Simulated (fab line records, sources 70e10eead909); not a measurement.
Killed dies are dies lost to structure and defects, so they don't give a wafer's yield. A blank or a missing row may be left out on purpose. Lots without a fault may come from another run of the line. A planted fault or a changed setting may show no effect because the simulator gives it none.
fab line records | flow nand_harc
record lots=6 wafers=18 last_day=32
route steps=1302 shown P_START@1 P_ZERO_WELL@2
lots that met no fault: from a run of the same line without faults
start_h: hours from the record's first day to the start of the lot's first wafer shown | wait_h: hours since the lot's step before | " the same as in the row above | L1.1+2: a row that stands for several wafers | - no value, or no start given | * or withheld: withheld | < > ~ a bound
route shown NAME@n: a module of which the file shows steps, and the number in the route of the first | usual: mean/standard deviation of fault-free wafers | same: alike in all rows | chamber/n: place in a boat | sites: the reading at each site | _std_site: their standard deviation | _edge_site: outer sites' mean less inner sites' | radius_mm: how far each site lies from the wafer's centre | mask NAME#n: copy n | behind: the tool/chamber that last shaped the wafer | hold: why the lot was held/for how many hours/how that ended | device: the transistor (n, p or np) that didn't switch | end of line: the same wafers' tests at the end of the route | a step without rows: its recipe alone | killed: dies lost to structure and defects at the first sort, not the wafer's yield | map: a wafer's dies, x killed, . not, _ none there
set.NAME: the setting as run; set.NAME@STEP: as run at that earlier step | model.NAME: the simulator's own value behind a step, which no gauge read
lots at some steps of the route; a table a step, a row a wafer
services: from which hour (start_h, from the record's first day; less than 0 if before it) a tool's chamber was out of use, for how many hours, and why
## steps
# step NHARC_P_START_INSPECT_01
# usual raw_defect_count=3.7/1.8
# columns lot.wafer tool chamber start_h wait_h raw_defect_count
L561.1 defect_inspect-02 - 50.04 - 4
L561.3 " - " " 1
L561.4 " - " " 8
L566.1 defect_inspect-02 - 100.04 - 4
L566.4 " - " " 6
L566.5 " - " " 7
L568.3 defect_inspect-01 - 120.04 - 1
L568.5 " - " " 1
L568.6 " - " " 3
L576.2 defect_inspect-01 - 200.05 - 1
L576.4 " - " " 2
L576.5 " - " " 2
L577.1 defect_inspect-01 - 210.04 - 2
L577.2 " - " " 2
L577.6 " - " " 3
L579.4 defect_inspect-01 - 230.04 - 4
L579.5 " - " " 4
L579.6 " - " " 3
# step NHARC_P_ZERO_WELL_PRECLEAN_00
# recipe time_s=600 temp_c=120 chemistry=SPM
# step NHARC_P_ZERO_WELL_SRD_01
# step NHARC_P_ZERO_WELL_PECVD_02
# recipe target_thk_a=100 temp_c=400 pressure_torr=6.5 rf_w=withheld teos_flow_sccm=withheld flow_sccm=2650 target_thk_nm=10 gas=O2 material=SiO2
# step NHARC_P_ZERO_WELL_DEHYDRATE_03
# recipe temp_c=150 time_s=120
# step NHARC_P_ZERO_WELL_HMDS_04
# recipe time_s=30
# step NHARC_P_ZERO_WELL_COAT_64
# recipe temp_c=200 time_s=65
# step NHARC_P_ZERO_WELL_COAT_05
# recipe spin_rpm=2000 resist_thk_nm=600
# step NHARC_P_ZERO_WELL_SOFTBAKE_06
# recipe temp_c=125 time_s=70
# usual heater_power_total_W=200.8/1.3
# columns lot.wafer tool chamber start_h wait_h heater_power_total_W
L561.1 litho_track-03 0 50 - 199.7
L561.3 " 0 " " 200.7
L561.4 " 0 " " 200.5
L566.1 litho_track-05 0 100 - 218.2
L566.4 " 0 " " 217.8
L566.5 " 0 " " 220.5
L568.3 litho_track-05 0 120 - 219.5
L568.5 " 0 " " 218.5
L568.6 " 0 " " 220.4
L576.2 litho_track-02 0 200 - 200.2
L576.4 " 0 " " 200.7
L576.5 " 0 " " 199.3
L577.1 litho_track-05 0 210 - 199.4
L577.2 " 0 " " 201.3
L577.6 " 0 " " 201.3
L579.4 litho_track-03 0 230 - 202.6
L579.5 " 0 " " 200.5
L579.6 " 0 " " 199.4
# step NHARC_P_ZERO_WELL_EBR_07
## services
# columns tool chamber start_h hours kind
litho_track-02 - 52.00 7.0 pm
litho_track-03 - 100.00 7.0 pm
litho_track-05 - 124.01 7.0 pm
litho_track-05 - 144.56 - consumable_replace:filter
litho_track-02 - 227.00 7.0 pm
## key
first_sign step=NHARC_P_ZERO_WELL_SOFTBAKE_06 reading=heater_power_total_W direction=up sigmas=14 usual=* struck=*
effect none on later readings
met_at NHARC_P_ZERO_WELL_SOFTBAKE_06
struck_wafers L566.1,L566.4,L566.5,L568.3,L568.5,L568.6
tester_left_out L566,L568
fault kind=process_parameter_drift tool=litho_track-05 chamber=- onset_h=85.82 steps=NHARC_P_ZERO_WELL_SOFTBAKE_06 channel=time_s offset=* shape=step end_h=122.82 acts_in=* stated=*
# tester_left_out: of these lots the tester's yield and bins aren't shown, on N5 and GAA mostly nor the transistor test; their killed dies are dies lost to structure and defects alone, not to doping, threshold or leakage, so they don't give the yield
